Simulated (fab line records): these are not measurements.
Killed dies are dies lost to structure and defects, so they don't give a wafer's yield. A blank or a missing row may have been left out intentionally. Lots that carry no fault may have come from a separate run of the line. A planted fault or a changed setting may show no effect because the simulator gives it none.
A sampling plan put to the test	flow nandHarc	one fab line, 17 faults that these records tell of, each judged on the records of the lots that it struck
What counts as the plan is the set of the line's own looks, namely the steps on the route at which a gauge or an inspection reads a wafer and does not change it. A look is open to judgement when struck wafers have a number at it and the file gives its usual mean and standard deviation on fault-free wafers. Caught: a look later than the fault's first step finds the struck wafers' mean 4 or more of those standard deviations (sigma) from the usual mean. On the tool: the identical test, applied to the tool's own readings at the steps of the fault. Another recipe on the struck wafers, or a record that is blank for them alone, also counts as caught.

THE FAULTS, as the simulator had put them in
1. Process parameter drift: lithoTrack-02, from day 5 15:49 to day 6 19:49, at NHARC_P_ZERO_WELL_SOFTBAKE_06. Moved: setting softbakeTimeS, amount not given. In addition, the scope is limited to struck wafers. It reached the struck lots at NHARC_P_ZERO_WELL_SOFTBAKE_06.
2. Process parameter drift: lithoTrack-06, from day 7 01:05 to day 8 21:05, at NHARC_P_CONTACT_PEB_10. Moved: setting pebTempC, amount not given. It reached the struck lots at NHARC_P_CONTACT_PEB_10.
3. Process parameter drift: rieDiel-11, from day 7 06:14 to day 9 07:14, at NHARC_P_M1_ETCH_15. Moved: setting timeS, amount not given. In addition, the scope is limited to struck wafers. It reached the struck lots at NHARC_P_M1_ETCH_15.
4. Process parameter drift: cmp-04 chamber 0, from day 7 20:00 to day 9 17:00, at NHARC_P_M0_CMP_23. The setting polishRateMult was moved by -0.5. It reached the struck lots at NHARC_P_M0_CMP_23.
5. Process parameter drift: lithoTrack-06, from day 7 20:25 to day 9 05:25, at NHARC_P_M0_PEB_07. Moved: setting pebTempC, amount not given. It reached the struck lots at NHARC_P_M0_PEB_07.
6. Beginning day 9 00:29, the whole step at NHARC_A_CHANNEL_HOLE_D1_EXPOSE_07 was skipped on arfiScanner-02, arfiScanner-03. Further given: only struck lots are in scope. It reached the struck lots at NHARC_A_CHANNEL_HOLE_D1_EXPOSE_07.
7. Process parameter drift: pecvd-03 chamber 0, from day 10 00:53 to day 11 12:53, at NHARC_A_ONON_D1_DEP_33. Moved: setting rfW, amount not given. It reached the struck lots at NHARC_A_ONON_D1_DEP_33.
8. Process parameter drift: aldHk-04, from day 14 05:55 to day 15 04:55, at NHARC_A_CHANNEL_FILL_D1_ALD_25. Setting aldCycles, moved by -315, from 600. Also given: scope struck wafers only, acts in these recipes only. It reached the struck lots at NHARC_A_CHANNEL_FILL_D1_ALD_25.
9. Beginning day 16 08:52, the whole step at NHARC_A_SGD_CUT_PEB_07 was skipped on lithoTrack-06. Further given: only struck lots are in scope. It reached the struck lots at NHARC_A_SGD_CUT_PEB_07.
10. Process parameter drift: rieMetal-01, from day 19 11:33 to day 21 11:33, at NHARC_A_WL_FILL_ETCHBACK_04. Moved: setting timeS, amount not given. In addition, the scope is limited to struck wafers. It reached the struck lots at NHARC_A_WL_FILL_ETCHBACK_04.
11. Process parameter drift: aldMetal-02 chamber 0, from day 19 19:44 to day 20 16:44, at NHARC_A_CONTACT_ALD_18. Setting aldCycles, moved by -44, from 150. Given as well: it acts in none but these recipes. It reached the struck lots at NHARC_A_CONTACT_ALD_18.
12. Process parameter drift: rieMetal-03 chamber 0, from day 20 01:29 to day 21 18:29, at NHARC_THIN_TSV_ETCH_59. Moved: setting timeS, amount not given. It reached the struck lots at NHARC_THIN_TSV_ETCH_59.
13. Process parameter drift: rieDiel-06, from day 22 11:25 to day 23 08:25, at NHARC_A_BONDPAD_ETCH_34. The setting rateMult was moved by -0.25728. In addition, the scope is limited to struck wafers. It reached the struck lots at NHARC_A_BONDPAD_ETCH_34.
14. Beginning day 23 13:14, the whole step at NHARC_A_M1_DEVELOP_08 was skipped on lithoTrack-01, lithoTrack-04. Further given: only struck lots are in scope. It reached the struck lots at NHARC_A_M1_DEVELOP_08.
15. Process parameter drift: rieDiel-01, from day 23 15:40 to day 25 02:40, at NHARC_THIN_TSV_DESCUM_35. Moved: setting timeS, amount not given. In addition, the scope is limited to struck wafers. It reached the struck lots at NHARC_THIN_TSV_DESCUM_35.
16. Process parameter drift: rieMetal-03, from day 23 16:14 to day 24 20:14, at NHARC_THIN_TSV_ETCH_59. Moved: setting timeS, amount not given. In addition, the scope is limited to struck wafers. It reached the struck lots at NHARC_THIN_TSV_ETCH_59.
17. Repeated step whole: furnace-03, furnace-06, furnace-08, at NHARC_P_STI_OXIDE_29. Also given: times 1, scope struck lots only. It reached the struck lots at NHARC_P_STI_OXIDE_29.

WHAT THE PLAN SAW
fault	on the tool itself	first look that catches it	reading, sigma	median hours from its first step to that look	hours from the fault's start to the first struck lot there	judged looks passed uncaught
1	heaterPowerTotalW +16 sigma	no look after it can be judged	-	-	-	0
2	plateTempC -5.0 sigma	not the one look that can be judged after it	-	-	-	1
3	runLengthS -21 sigma	not the one look that can be judged after it	-	-	-	1
4	only faintly: timeToEndpointS +3.2 sigma	NHARC_P_M0_INSPECT_27	rawDefectCount +18	0.4	7	0
5	plateTempC -44 sigma	no look after it can be judged	-	-	-	0
6	no reading that can be judged	no look after it can be judged	-	-	-	0
7	rfFwdPowerW +36 sigma	no look after it can be judged	-	-	-	0
8	under 2 sigma	none of the 2 looks that can be judged after it	strongest: killedDies at NHARC_END_SORT_01, -2.0	-	-	2
9	the tool's record is blank for the struck wafers	no look after it can be judged	-	-	-	0
10	runLengthS -19 sigma	not the one look that can be judged after it	-	-	-	1
11	under 2 sigma	no look after it can be judged	-	-	-	0
12	runLengthS -29 sigma	no look after it can be judged	-	-	-	0
13	oesProductAu -11 sigma	not the one look that can be judged after it	-	-	-	1
14	the tool's record is blank for the struck wafers	no look after it can be judged	-	-	-	0
15	runLengthS -5.7 sigma	not the one look that can be judged after it	-	-	-	1
16	runLengthS +68 sigma	no look after it can be judged	-	-	-	0
17	under 2 sigma	none of the 2 looks that can be judged after it	-	-	-	2
Dash: fault not caught, or number not given in these records.

Caught at a look: 1 of 17. Caught on the tool: 12 of 17. By one or the other: 13 of 17.
On the tool alone, faults 1, 2, 3, 5, 7, 9, 10, 12, 13, 14, 15, 16 were caught.
Caught at a look alone: fault 4.
Caught by neither: faults 6, 8, 11, 17.

THINNER SAMPLING
In the worst case, this is how late the first struck lot would be measured if the look that catches a fault measured only every second or every third lot, by lot number:
fault	struck lots at that look, in order of time	every lot	every second lot	every third lot
4	L137	7 h	may miss it	may miss it
Hours count from the start of the fault until the first struck lot that is measured. Since the struck wafers were tested as one group against 4 sigma, a single lot by itself may lie under the limit. Other struck lots may not be in these records.

THE LONGEST TIMED WAY FROM STEP TO LOOK
Fault 4: the median time between NHARC_P_M0_CMP_23 and NHARC_P_M0_INSPECT_27 is 0.4 hours. No look between them can be judged.
